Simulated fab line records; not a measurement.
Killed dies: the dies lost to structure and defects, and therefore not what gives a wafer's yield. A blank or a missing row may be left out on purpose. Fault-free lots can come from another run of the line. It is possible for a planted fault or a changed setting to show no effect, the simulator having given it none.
fab line records | flow n5-finfet | part 2 of 2: steps 23 to 27 of 27
record: lots: 5 | wafers: 15 | last-day: 18
route steps=1938 shown MOL_CONTACT_COAG@593
lots with no fault: from the same line, run without faults
start-h: hours from the record's opening day to when the first of the lot's shown wafers began | wait-h: hours elapsed since this lot's preceding step | " the same as in the row above | L1.1+2: several wafers, shown together as one row | - no value, or no start was given | * or withheld: withheld | < > ~ a bound
route shown NAME@n: names a module that has steps shown in the file, with the first one's number in the route | usual: mean/standard deviation taken from wafers without a fault | same: alike in all rows | chamber/n: place in a boat | sites: per-site readings | _std_site: their standard deviation | _edge_site: inner sites' mean taken away from outer sites' mean | radius-mm: how far each site lies from the wafer's centre | mask NAME#n: copy n | behind: the most recent tool/chamber to have shaped the wafer | hold: cause of the lot's hold/its duration in hours/its outcome | device: the transistor (n, p or np) that didn't switch | end of line: the tests these same wafers got at the end of their route | for a step that has no rows: nothing shown but its recipe | killed: dies lost to structure and defects at the first sort, not the wafer's yield | map: per-die view of a wafer (x killed, . not killed, _ where there is no die)
set.NAME: the run value of the setting; set.NAME@STEP: its run value at that earlier step | model.NAME: the simulator's own value behind a step, which no gauge read
certain route steps with their lots: each step a table, each wafer a row
services: when a tool's chamber went out of use (start-h, in hours from the record's first day, below 0 if earlier), for how many hours, and the reason
== steps ==
step: N5_MOL_CONTACT_COAG_VIA_ETCH_117
recipe: chemistry: C4F6/O2 | target-depth-a: 400 | overetch-a: 80 | mask-material: SOC | target: SiO2 | bias-w: 455 | pressure-mtorr: 10 | time-s: 26 | source-w: 325 | Ar_flow_sccm: 300 | C4F6_flow_sccm: 10 | O2_flow_sccm: 10 | ion-energy-ev: 575.3 | ends: end-point
usual: drypump-motor-current-A: 5.8/0.32 | mfc-ar-sccm: 300.0/0.85 | oes-product-au: 0.73/0.079 | rf-vpp-V: 1586/23 | showerhead-plenum-p-Torr: 2.86/0.091 | throttle-valve-pct: 41.2/0.5
lot.wafer | tool        | chamber | start-h | wait-h | drypump-motor-current-A | mfc-ar-sccm | oes-product-au | rf-hours-counter-h | rf-vpp-V | showerhead-plenum-p-Torr | throttle-valve-pct
L076.2    | rie-diel-01 | 2       | 119.01  | 0.0    | 6.2                     | 299.8       | 0.64           | 245                | 1524     | 2.95                     | 41.2
L076.4    | "           | 1       | "       | "      | 5.9                     | 301.0       | 0.74           | 80                 | 1618     | 2.98                     | 40.6
L076.5    | "           | 0       | "       | "      | 6.2                     | 298.9       | 0.73           | -                  | 1578     | 2.89                     | 41.3
L088.1    | rie-diel-03 | 0       | 193.94  | 0.0    | 5.6                     | 301.3       | 0.62           | 201                | 1621     | 2.91                     | 41.0
L088.4    | "           | 2       | "       | "      | 5.7                     | 300.3       | 0.65           | 173                | 1540     | 2.73                     | 41.1
L088.6    | "           | 3       | "       | "      | 5.6                     | 300.1       | 0.73           | -                  | 1560     | 2.90                     | 41.7
L092.1    | rie-diel-01 | 3       | 210.87  | 0.0    | 5.1                     | 299.1       | 0.83           | 11                 | 1567     | 3.01                     | 40.6
L092.3    | "           | 0       | "       | "      | 6.2                     | 299.4       | 0.69           | 139                | 1579     | 2.87                     | 41.3
L092.4    | "           | 2       | "       | "      | 6.2                     | 300.2       | 0.80           | 28                 | 1610     | 2.94                     | 41.9
L093.1    | rie-diel-05 | 3       | 218.46  | 0.0    | 5.3                     | 299.0       | 0.79           | 20                 | 1583     | 2.76                     | 41.1
L093.2    | "           | 1       | "       | "      | 5.8                     | 299.2       | 0.76           | 57                 | 1576     | 2.92                     | 41.4
L093.6    | "           | 2       | "       | "      | 5.9                     | 299.9       | 0.80           | -                  | 1587     | 2.78                     | 41.6
L096.4    | rie-diel-01 | 2       | 239.57  | 0.0    | 6.2                     | 300.1       | 0.79           | 39                 | 1610     | 2.93                     | 41.9
L096.5    | "           | 3       | "       | "      | 5.2                     | 299.7       | 0.81           | -                  | 1565     | 3.00                     | 40.6
L096.6    | "           | 2       | "       | "      | 6.2                     | 300.0       | 0.79           | -                  | 1610     | 2.93                     | 41.9
step: N5_MOL_CONTACT_COAG_ETCH_124
recipe: chemistry: CH3F/O2 | target: SiNx | target-depth-a: 65 | mask-material: SOC | stop-on: SiOC | over-etch-frac: 0.3 | ion-energy-ev: 120 | pressure-mtorr: 30 | source-w: 395 | bias-w: 73 | Ar_flow_sccm: 150 | CH3F_flow_sccm: 30 | O2_flow_sccm: 20 | ends: end-point
usual: drypump-motor-current-A: 5.8/0.32 | mfc-ar-sccm: 150.0/0.45 | oes-product-au: 0.71/0.079 | rf-vpp-V: 297/4.7 | showerhead-plenum-p-Torr: 2.02/0.066 | throttle-valve-pct: 16.35/0.21
lot.wafer | tool        | chamber | start-h | wait-h | drypump-motor-current-A | mfc-ar-sccm | oes-product-au | rf-hours-counter-h | rf-vpp-V | showerhead-plenum-p-Torr | throttle-valve-pct
L076.2    | rie-diel-01 | 2       | 119.04  | 0.0    | 6.2                     | 150.0       | 0.60           | 245                | 284      | 2.08                     | 16.71
L076.4    | "           | 1       | "       | "      | 5.9                     | 150.0       | 0.71           | 80                 | 306      | 2.10                     | 16.11
L076.5    | "           | 0       | "       | "      | 6.2                     | 150.1       | 0.70           | -                  | 296      | 2.03                     | 16.45
L088.1    | rie-diel-03 | 0       | 193.97  | 0.0    | 5.5                     | 150.5       | 0.60           | 201                | 305      | 2.05                     | 16.71
L088.4    | "           | 2       | "       | "      | 5.7                     | 149.5       | 0.63           | 173                | 289      | 1.92                     | 16.33
L088.6    | "           | 3       | "       | "      | 5.6                     | 150.3       | 0.70           | -                  | 291      | 2.04                     | 16.24
L092.1    | rie-diel-01 | 3       | 210.90  | 0.0    | 5.1                     | 150.4       | 0.80           | 11                 | 295      | 2.12                     | 16.02
L092.3    | "           | 0       | "       | "      | 6.2                     | 149.3       | 0.67           | 139                | 296      | 2.02                     | 16.52
L092.4    | "           | 2       | "       | "      | 6.2                     | 150.4       | 0.78           | 28                 | 301      | 2.06                     | 16.36
L093.1    | rie-diel-05 | 3       | 218.49  | 0.0    | 5.3                     | 150.4       | 0.77           | 20                 | 297      | 1.95                     | 16.44
L093.2    | "           | 1       | "       | "      | 5.8                     | 150.0       | 0.73           | 57                 | 295      | 2.05                     | 16.09
L093.6    | "           | 2       | "       | "      | 5.8                     | 149.6       | 0.77           | -                  | 299      | 1.95                     | 16.51
L096.4    | rie-diel-01 | 2       | 239.60  | 0.0    | 6.2                     | 149.7       | 0.77           | 39                 | 302      | 2.06                     | 16.40
L096.5    | "           | 3       | "       | "      | 5.1                     | 150.4       | 0.78           | -                  | 292      | 2.12                     | 16.04
L096.6    | "           | 2       | "       | "      | 6.2                     | 149.0       | 0.77           | -                  | 301      | 2.06                     | 16.40
step: N5_MOL_CONTACT_COAG_ETCH_48
recipe: chemistry: C4F6/O2 | target-depth-a: 150 | overetch-a: 45 | mask-material: SOC | target: SiOC | bias-w: 465 | pressure-mtorr: 10 | time-s: 17 | source-w: 335 | Ar_flow_sccm: 300 | C4F6_flow_sccm: 10 | O2_flow_sccm: 10 | ion-energy-ev: 576
usual: drypump-motor-current-A: 5.8/0.33 | mfc-ar-sccm: 299.9/0.91 | oes-product-au: 0.68/0.083 | rf-vpp-V: 1588/23 | showerhead-plenum-p-Torr: 2.86/0.091 | throttle-valve-pct: 40.7/0.48
lot.wafer | tool        | chamber | start-h | wait-h | drypump-motor-current-A | mfc-ar-sccm | oes-product-au | rf-hours-counter-h | rf-vpp-V | showerhead-plenum-p-Torr | throttle-valve-pct
L076.2    | rie-diel-01 | 2       | 119.08  | 0.0    | 6.2                     | 300.5       | 0.57           | 245                | 1526     | 2.95                     | 40.8
L076.4    | "           | 1       | "       | "      | 5.9                     | 300.6       | 0.63           | 80                 | 1621     | 2.98                     | 40.2
L076.5    | "           | 0       | "       | "      | 6.2                     | 300.2       | 0.65           | -                  | 1581     | 2.89                     | 40.8
L088.1    | rie-diel-03 | 0       | 194.01  | 0.0    | 5.5                     | 301.2       | 0.58           | 201                | 1622     | 2.91                     | 40.6
L088.4    | "           | 2       | "       | "      | 5.7                     | 299.3       | 0.61           | 173                | 1541     | 2.73                     | 40.6
L088.6    | "           | 3       | "       | "      | 5.6                     | 299.2       | 0.67           | -                  | 1562     | 2.90                     | 41.2
L092.1    | rie-diel-01 | 3       | 210.94  | 0.0    | 5.1                     | 300.1       | 0.75           | 11                 | 1568     | 3.01                     | 40.1
L092.3    | "           | 0       | "       | "      | 6.2                     | 299.9       | 0.63           | 139                | 1578     | 2.87                     | 40.8
L092.4    | "           | 2       | "       | "      | 6.2                     | 300.2       | 0.76           | 28                 | 1612     | 2.94                     | 41.4
L093.1    | rie-diel-05 | 3       | 218.53  | 0.0    | 5.3                     | 300.1       | 0.77           | 20                 | 1584     | 2.76                     | 40.7
L093.2    | "           | 1       | "       | "      | 5.8                     | 300.6       | 0.72           | 57                 | 1578     | 2.92                     | 40.9
L093.6    | "           | 2       | "       | "      | 5.9                     | 298.9       | 0.73           | -                  | 1589     | 2.78                     | 41.1
L096.4    | rie-diel-01 | 2       | 239.64  | 0.0    | 6.2                     | 298.5       | 0.76           | 39                 | 1611     | 2.93                     | 41.4
L096.5    | "           | 3       | "       | "      | 5.1                     | 299.6       | 0.77           | -                  | 1568     | 3.00                     | 40.2
L096.6    | "           | 2       | "       | "      | 6.2                     | 297.4       | 0.76           | -                  | 1612     | 2.93                     | 41.4
step: N5_MOL_CONTACT_COAG_STRIP_72
recipe: chemistry: N2/H2 | power-w: 450 | temp-c: 40 | pressure-mtorr: 20 | rf-frequency-hz: 6e+07 | overash-fraction: 3 | bias-power-w: 7 | h2-frac: 0.5 | n2-flow-sccm: 200 | h2-flow-sccm: 200
usual: drypump-motor-current-A: 5.8/0.32 | h2-flow-sccm: 200.1/0.59 | oes-product-au: 0.83/0.099 | power-w: 450.0/1.4 | rf-vpp-V: 59.5/2.1 | showerhead-plenum-p-Torr: 2.55/0.081 | throttle-valve-pct: 23.6/0.36
lot.wafer | tool        | chamber | start-h | wait-h | drypump-motor-current-A | h2-flow-sccm | oes-product-au | power-w | rf-hours-counter-h | rf-vpp-V | showerhead-plenum-p-Torr | throttle-valve-pct
L076.2    | rie-diel-01 | 2       | 119.13  | 0.0    | 6.2                     | 200.3        | 0.69           | 447.8   | 245                | 60.8     | 2.59                     | 23.6
L076.4    | "           | 1       | "       | "      | 5.9                     | 199.5        | 0.82           | 448.6   | 80                 | 59.7     | 2.67                     | 23.3
L076.5    | "           | 0       | "       | "      | 6.2                     | 200.3        | 0.81           | 450.3   | -                  | 58.1     | 2.54                     | 23.5
L088.1    | rie-diel-03 | 0       | 194.06  | 0.0    | 5.5                     | 200.8        | 0.69           | 450.0   | 201                | 61.3     | 2.61                     | 23.9
L088.4    | "           | 2       | "       | "      | 5.7                     | 199.9        | 0.75           | 450.8   | 173                | 63.4     | 2.43                     | 23.8
L088.6    | "           | 3       | "       | "      | 5.6                     | 200.0        | 0.83           | 452.9   | -                  | 56.9     | 2.57                     | 23.5
L092.1    | rie-diel-01 | 3       | 211.00  | 0.0    | 5.1                     | 199.4        | 0.94           | 451.3   | 11                 | 63.0     | 2.70                     | 23.3
L092.3    | "           | 0       | "       | "      | 6.2                     | 200.6        | 0.75           | 451.0   | 139                | 56.2     | 2.52                     | 23.5
L092.4    | "           | 2       | "       | "      | 6.2                     | 199.6        | 0.93           | 451.1   | 28                 | 60.1     | 2.58                     | 23.5
L093.1    | rie-diel-05 | 3       | 218.58  | 0.0    | 5.3                     | 199.0        | 0.91           | 449.8   | 20                 | 61.5     | 2.47                     | 23.9
L093.2    | "           | 1       | "       | "      | 5.8                     | 200.1        | 0.88           | 451.3   | 57                 | 59.5     | 2.56                     | 23.0
L093.6    | "           | 2       | "       | "      | 5.8                     | 200.7        | 0.90           | 451.6   | -                  | 59.5     | 2.51                     | 24.4
L096.4    | rie-diel-01 | 2       | 239.69  | 0.0    | 6.2                     | 199.7        | 0.91           | 451.3   | 39                 | 55.7     | 2.57                     | 23.5
L096.5    | "           | 3       | "       | "      | 5.1                     | 198.7        | 0.90           | 449.2   | -                  | 61.1     | 2.69                     | 23.4
L096.6    | "           | 2       | "       | "      | 6.2                     | 199.4        | 0.92           | 450.4   | -                  | 58.9     | 2.57                     | 23.5
step: N5_MOL_CONTACT_COAG_STRIP_49
recipe: chemistry: N2/H2 | time-s: 30 | power-w: 1000 | temp-c: 250 | pressure-mtorr: withheld | n2-flow-sccm: 1750 | h2-flow-sccm: 3250
usual: drypump-motor-current-A: 5.5/0.48 | h2-flow-sccm: 3251/9.5 | heater-power-w: 327/28
lot.wafer | tool            | chamber | start-h | wait-h | drypump-motor-current-A | h2-flow-sccm | heater-power-w | rf-hours-counter-h
L076.2    | plasma-asher-02 | 1       | 119.21  | -      | 5.6                     | 3238         | 343            | 41
L076.4    | "               | 0       | "       | "      | 5.5                     | 3234         | 326            | -
L076.5    | "               | 1       | "       | "      | 5.6                     | 3241         | 326            | -
L088.1    | plasma-asher-01 | 1       | 194.14  | -      | 4.9                     | 3254         | 354            | 118
L088.4    | "               | 1       | "       | "      | 4.9                     | 3246         | 351            | -
L088.6    | "               | 1       | "       | "      | 4.9                     | 3256         | 354            | -
L092.1    | plasma-asher-01 | 0       | 211.08  | -      | 6.1                     | 3270         | 290            | 120
L092.3    | "               | 0       | "       | "      | 6.1                     | 3242         | 289            | -
L092.4    | "               | 1       | "       | "      | 5.0                     | 3249         | 352            | -
L093.1    | plasma-asher-01 | 1       | 218.66  | -      | 5.0                     | 3260         | 358            | 122
L093.2    | "               | 0       | "       | "      | 6.2                     | 3246         | 281            | 122
L093.6    | "               | 0       | "       | "      | 6.1                     | 3242         | 284            | -
L096.4    | plasma-asher-02 | 0       | 239.79  | -      | 5.5                     | 3261         | 335            | -
L096.5    | "               | 1       | "       | "      | 5.6                     | 3237         | 335            | -
L096.6    | "               | 0       | "       | "      | 5.5                     | 3247         | 332            | -
== services ==
tool           | chamber | start-h | hours | kind
ald-sin-03     | 1       | 94.06   | 38.2  | repair
ald-sin-01     | 1       | 103.98  | 88.0  | repair
euv-scanner-02 | -       | 122.40  | 4.6   | pm
euv-scanner-02 | -       | 134.03  | 1.0   | pm
rie-diel-01    | 2       | 134.57  | -     | clean
rie-diel-01    | 2       | 134.57  | -     | consumable-replace:esc
rie-diel-01    | 2       | 134.57  | -     | consumable-replace:focus-ring
rie-diel-01    | 2       | 134.57  | 18.7  | scheduled-down
euv-scanner-01 | -       | 135.33  | 1.0   | pm
rie-diel-01    | -       | 141.22  | 1.0   | repair
rie-diel-05    | -       | 143.37  | 14.6  | pm
euv-scanner-02 | -       | 148.81  | 0.5   | repair
rie-diel-03    | 3       | 149.91  | 2.5   | repair
ald-sin-03     | 2       | 160.21  | 7.0   | repair
ald-sin-04     | -       | 170.99  | 6.1   | pm
rie-diel-05    | -       | 180.40  | 15.6  | pm
euv-scanner-02 | -       | 190.18  | 1.0   | pm
euv-scanner-01 | -       | 191.48  | 1.0   | pm
ald-sin-01     | -       | 215.63  | 6.0   | pm
euv-scanner-02 | -       | 219.64  | 13.5  | repair
ald-sin-03     | -       | 224.47  | 0.7   | repair
ald-sin-01     | 0       | 228.73  | 4.1   | repair
ald-sin-04     | 1       | 233.35  | 5.2   | repair
ald-sin-04     | -       | 236.40  | 0.5   | repair
